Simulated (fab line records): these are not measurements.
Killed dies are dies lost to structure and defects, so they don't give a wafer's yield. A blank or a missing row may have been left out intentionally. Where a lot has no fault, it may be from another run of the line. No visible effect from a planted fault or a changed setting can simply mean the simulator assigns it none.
Matching of chambers :: flow n5-finfet :: pecvd-04 running N5_BEOL_M1_DEP_57: 3 sister chambers
The step deposits SiCN from 3MS/NH3, target thk 8 nm, time 14 s. 16 wafers are shown with their chamber, then 8 later ones without.

EACH WAFER AND ITS CHAMBER
wafer: L077.1
chamber: 1
showerhead-plenum-p-Torr (Torr): 3.646
throttle-valve-pct (%): 8.8

wafer: L077.2
chamber: 0
showerhead-plenum-p-Torr (Torr): 3.667
throttle-valve-pct (%): 9.1

wafer: L077.3
chamber: 2
showerhead-plenum-p-Torr (Torr): 3.656
throttle-valve-pct (%): 8.9

wafer: L077.4
chamber: 1
showerhead-plenum-p-Torr (Torr): 3.655
throttle-valve-pct (%): 8.7

wafer: L077.5
chamber: 2
showerhead-plenum-p-Torr (Torr): 3.646
throttle-valve-pct (%): 8.8

wafer: L077.6
chamber: 0
showerhead-plenum-p-Torr (Torr): 3.676
throttle-valve-pct (%): 8.8

wafer: L084.1
chamber: 1
showerhead-plenum-p-Torr (Torr): 3.653
throttle-valve-pct (%): 8.7

wafer: L084.2
chamber: 2
showerhead-plenum-p-Torr (Torr): 3.645
throttle-valve-pct (%): 8.9

wafer: L084.3
chamber: 0
showerhead-plenum-p-Torr (Torr): 3.668
throttle-valve-pct (%): 9.2

wafer: L084.4
chamber: 0
showerhead-plenum-p-Torr (Torr): 3.675
throttle-valve-pct (%): 9.1

wafer: L084.5
chamber: 2
showerhead-plenum-p-Torr (Torr): 3.642
throttle-valve-pct (%): 9.0

wafer: L084.6
chamber: 1
showerhead-plenum-p-Torr (Torr): 3.654
throttle-valve-pct (%): 8.7

wafer: L085.2
chamber: 2
showerhead-plenum-p-Torr (Torr): 3.646
throttle-valve-pct (%): 8.9

wafer: L085.4
chamber: 1
showerhead-plenum-p-Torr (Torr): 3.660
throttle-valve-pct (%): 8.8

wafer: L085.5
chamber: 2
showerhead-plenum-p-Torr (Torr): 3.642
throttle-valve-pct (%): 8.9

wafer: L089.2
chamber: 2
showerhead-plenum-p-Torr (Torr): 3.655
throttle-valve-pct (%): 9.0

SIGNATURES, as means of the wafers listed above
reading: showerhead-plenum-p-Torr
chamber 0: 3.67150
chamber 1: 3.65360
chamber 2: 3.64743
scatter within a chamber: 0.00531

reading: throttle-valve-pct
chamber 0: 9.050
chamber 1: 8.740
chamber 2: 8.914
scatter within a chamber: 0.1
Rule: distance of a wafer from a chamber = root of the sum over the readings of ((wafer's reading minus chamber's mean) / reading's scatter) squared. The wafer belongs to the nearest chamber; if the next one is less than 2 further off, it can't be placed. How the scatter is found: for the shown wafers, subtract from each reading the mean of its chamber, square and add these, divide the total by (wafers less chambers), then take the root.

WAFERS WITHOUT THEIR CHAMBER
wafer: L089.3
showerhead-plenum-p-Torr (Torr): 3.656
throttle-valve-pct (%): 8.7

wafer: L089.6
showerhead-plenum-p-Torr (Torr): 3.650
throttle-valve-pct (%): 8.6

wafer: L092.1
showerhead-plenum-p-Torr (Torr): 3.675
throttle-valve-pct (%): 9.6

wafer: L092.2
showerhead-plenum-p-Torr (Torr): 3.642
throttle-valve-pct (%): 8.6

wafer: L092.3
showerhead-plenum-p-Torr (Torr): 3.641
throttle-valve-pct (%): 9.0

wafer: L093.3
showerhead-plenum-p-Torr (Torr): 3.635
throttle-valve-pct (%): 8.8

wafer: L093.5
showerhead-plenum-p-Torr (Torr): 3.669
throttle-valve-pct (%): 9.0

wafer: L093.6
showerhead-plenum-p-Torr (Torr): 3.642
throttle-valve-pct (%): 8.8

WHICH CHAMBER EACH WENT THROUGH
wafer: L089.3
from the rows above: 1
in truth: 1

wafer: L089.6
from the rows above: can't be placed: 1 or 2
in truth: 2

wafer: L092.1
from the rows above: 0
in truth: 0

wafer: L092.2
from the rows above: can't be placed: 1 or 2
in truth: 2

wafer: L092.3
from the rows above: 2
in truth: 2

wafer: L093.3
from the rows above: can't be placed: 2 or 1
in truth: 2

wafer: L093.5
from the rows above: 0
in truth: 0

wafer: L093.6
from the rows above: can't be placed: 2 or 1
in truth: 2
Correct placement for 4 of the 8. Cannot be placed on the basis of these rows: 4; the candidates contain the true chamber in 4. Wrongly placed: 0.
